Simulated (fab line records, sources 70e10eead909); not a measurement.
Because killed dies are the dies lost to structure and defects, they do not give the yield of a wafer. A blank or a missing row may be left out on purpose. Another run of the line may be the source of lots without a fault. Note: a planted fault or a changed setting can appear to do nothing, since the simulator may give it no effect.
Which tool is to blame? + flow nandHarc + 13 lots with 39 wafers sampled at 5 steps, on a route of 1159 steps

WHAT THE GAUGES READ, wafer by wafer
NHARC_A_CONTACT_OVL_MEAS_43. Usual: overlayXNm 0.0 nm, standard deviation 0.81; overlayYNm -0.2 nm, standard deviation 0.83.
| lot  | measured     | on         | overlayXNm (nm) | overlayYNm (nm) | flag |
|------|--------------|------------|-----------------|-----------------|------|
| L960 | day 16 07:17 | overlay-01 | 1.2 0.7 0.4     | 1.3 0.3 0.8     |      |
| L964 | day 16 18:23 | overlay-02 | -0.2 -0.6 -0.5  | -0.3 -0.5 -0.7  |      |
| L961 | day 16 18:33 | overlay-01 | -0.2 -0.5 -0.6  | -0.3 -0.1 -0.7  |      |
| L962 | day 16 23:54 | overlay-01 | 0.5 0.3 0.4     | 0.2 0.4 0.3     |      |
| L966 | day 17 00:25 | overlay-01 | -1.1 -1.5 -1.0  | 0.5 0.2 0.2     |      |
| L965 | day 17 04:59 | overlay-01 | 0.6 -0.1 0.4    | 0.2 -0.2 0.0    |      |
| L963 | day 17 06:41 | overlay-01 | -0.2 -0.3 -0.3  | -0.9 -0.9 -1.4  |      |
| L967 | day 18 07:58 | overlay-02 | 0.5 -0.2 0.9    | -2.3 -2.0 -1.5  |      |
| L972 | day 20 05:19 | overlay-01 | 2.4 2.0 2.2     | 1.5 1.8 1.5     |      |
| L981 | day 20 19:31 | overlay-02 | -0.5 -0.2 -0.4  | 0.0 -0.4 -0.2   |      |
| L977 | day 20 21:43 | overlay-01 | 0.1 -0.5 -0.1   | -0.6 -1.1 0.1   |      |
| L980 | day 20 23:48 | overlay-02 | 0.5 0.8 0.9     | -0.9 -1.5 -1.2  |      |
| L979 | day 21 07:22 | overlay-01 | -0.6 -0.4 -0.5  | -1.1 -1.5 -0.8  |      |

NHARC_END_SORT_01. Usual: killedAtArray 29, standard deviation 11; killedAtOther 0.7, standard deviation 1.1; killedAtPeriphery 3.1, standard deviation 2; killedDies 33, standard deviation 11; killedOpen 3.5, standard deviation 1.8; killedShort 2.0, standard deviation 1.4.
| lot  | measured     | on        | killedAtArray | killedAtOther | killedAtPeriphery | killedDies | killedOpen | killedShort | flag |
|------|--------------|-----------|---------------|---------------|-------------------|------------|------------|-------------|------|
| L977 | day 24 04:03 | prober-01 | 49 54 40      | 0 0 4         | 5 1 2             | 54 55 46   | 2 3 3      | 2 2 2       |      |

WHAT TOOL EACH LOT RAN ON (gives the tool, then ch and the chambers of the sampled wafers, and finally the start)
| lot  | NHARC_A_CONTACT_ETCH_49           | NHARC_A_CONTACT_ETCH_111           | NHARC_A_CONTACT_ETCH_118           |
|------|-----------------------------------|------------------------------------|------------------------------------|
| L960 | rieDiel-05 ch 0,1,3, day 16 07:40 | harCapEtch-01 ch 0,1, day 16 08:47 | harCapEtch-01 ch 0,1, day 16 09:32 |
| L964 | rieDiel-05 ch 1,2,3, day 16 18:44 | harCapEtch-01 ch 1, day 16 19:59   | harCapEtch-01 ch 1, day 16 20:43   |
| L961 | rieDiel-05 ch 1,2,3, day 16 19:04 | harCapEtch-03 ch 0,1, day 16 20:29 | harCapEtch-03 ch 0,1, day 16 21:12 |
| L962 | rieDiel-07 ch 1,2,3, day 17 00:11 | harCapEtch-03 ch 0,1, day 17 01:37 | harCapEtch-03 ch 0,1, day 17 02:22 |
| L966 | rieDiel-11 ch 0,1,3, day 17 00:57 | harCapEtch-02 ch 0,1, day 17 02:28 | harCapEtch-02 ch 0,1, day 17 03:12 |
| L965 | rieDiel-07 ch 2,3, day 17 05:15   | harCapEtch-02 ch 0,1, day 17 06:23 | harCapEtch-02 ch 0,1, day 17 07:06 |
| L963 | rieDiel-07 ch 1,2,3, day 17 07:00 | harCapEtch-01 ch 0, day 17 08:07   | harCapEtch-01 ch 0, day 17 08:50   |
| L967 | rieDiel-07 ch 0,1,3, day 18 08:15 | harCapEtch-02 ch 0,1, day 18 09:22 | harCapEtch-02 ch 0,1, day 18 10:05 |
| L972 | rieDiel-07 ch 0,1,3, day 20 05:37 | harCapEtch-01 ch 0,1, day 20 06:40 | harCapEtch-01 ch 0,1, day 20 07:24 |
| L981 | rieDiel-05 ch 0,1,2, day 20 19:55 | harCapEtch-01 ch 0,1, day 20 21:04 | harCapEtch-01 ch 0,1, day 20 21:48 |
| L977 | rieDiel-11 ch 0,2, day 20 22:01   | harCapEtch-01 ch 0,1, day 20 23:10 | harCapEtch-01 ch 0,1, day 20 23:52 |
| L980 | rieDiel-05 ch 0,1,3, day 21 00:04 | harCapEtch-03 ch 0,1, day 21 01:10 | harCapEtch-03 ch 0,1, day 21 01:54 |
| L979 | rieDiel-11 ch 2,3, day 21 07:39   | harCapEtch-02 ch 0,1, day 21 08:44 | harCapEtch-02 ch 0,1, day 21 09:29 |
- NHARC_A_CONTACT_ETCH_49: etches the open film in N2/H2, target depth 260 nm, time 475.3 s.
- NHARC_A_CONTACT_ETCH_111: etches the open film in C4F8/O2/Ar, time 140 s, target depth 700 nm.
- NHARC_A_CONTACT_ETCH_118: etches the open film in C4F8/O2/Ar, time 94 s, target depth 922 nm.

WHAT THE TOOLS THEMSELVES READ (means of the sampled wafers that have a number; where no wafer has one, the mark that the record gives instead)
NHARC_A_CONTACT_ETCH_49. Usual: biasW 150.0 W, standard deviation 0.43; drypumpMotorCurrentA 5.8 A, standard deviation 0.51; oesProductAu 1.002 a.u., standard deviation 0.009; rfVppV 431.1 V, standard deviation 2.4; showerheadPlenumPTorr 2.06 Torr, standard deviation 0.084; throttleValvePct 14.171 %, standard deviation 0.0086.
| lot  | tool       | biasW (W) | drypumpMotorCurrentA (A) | oesProductAu (a.u.) | rfVppV (V) | showerheadPlenumPTorr (Torr) | throttleValvePct (%) | flag |
|------|------------|-----------|--------------------------|---------------------|------------|------------------------------|----------------------|------|
| L960 | rieDiel-05 | 150.3     | 5.6                      | 1.009               | 430.2      | 2.04                         | 14.172               |      |
| L964 | rieDiel-05 | 149.7     | 5.5                      | 0.998               | 430.7      | 2.08                         | 14.169               |      |
| L961 | rieDiel-05 | 149.8     | 5.6                      | 0.999               | 431.9      | 2.08                         | 14.168               |      |
| L962 | rieDiel-07 | 150.5     | 6.0                      | 1.010               | 432.6      | 2.14                         | 14.175               |      |
| L966 | rieDiel-11 | 149.8     | 5.7                      | 0.996               | 429.2      | 1.98                         | 14.175               |      |
| L965 | rieDiel-07 | 150.3     | 6.2                      | 1.007               | 433.0      | 2.15                         | 14.167               |      |
| L963 | rieDiel-07 | 149.8     | 6.0                      | 0.994               | 433.4      | 2.14                         | 14.173               |      |
| L967 | rieDiel-07 | 150.2     | 5.7                      | 1.006               | 431.5      | 2.10                         | 14.164               |      |
| L972 | rieDiel-07 | 149.9     | 5.7                      | 1.007               | 431.4      | 2.09                         | 14.172               |      |
| L981 | rieDiel-05 | 150.1     | 5.6                      | 1.002               | 429.8      | 2.02                         | 14.170               |      |
| L977 | rieDiel-11 | 150.1     | 6.1                      | 1.002               | 427.8      | 1.92                         | 14.168               |      |
| L980 | rieDiel-05 | 150.1     | 5.6                      | 1.010               | 429.8      | 2.03                         | 14.165               |      |
| L979 | rieDiel-11 | 149.8     | 5.8                      | 0.994               | 429.1      | 1.98                         | 14.181               |      |

THE ANSWER, worked out from the rows above alone
Rule: a lot is off if the mean of its wafers that have a number lies more than 3 standard deviations from the usual mean. Also off: a lot with no number at a reading for which 4 or more lots have one. The other lots that the step has rows for count as sound. The gauges are gone through in route order, then the tools' own readings, and for those a lot's mean is taken as printed above. The first step at which some lot is off is used, and at that step the reading that is off furthest; a lot without a number counts as furthest.
Nothing can be told from this: no lot is off at any reading shown.

WHAT HAD BEEN PUT IN BY THE SIMULATOR
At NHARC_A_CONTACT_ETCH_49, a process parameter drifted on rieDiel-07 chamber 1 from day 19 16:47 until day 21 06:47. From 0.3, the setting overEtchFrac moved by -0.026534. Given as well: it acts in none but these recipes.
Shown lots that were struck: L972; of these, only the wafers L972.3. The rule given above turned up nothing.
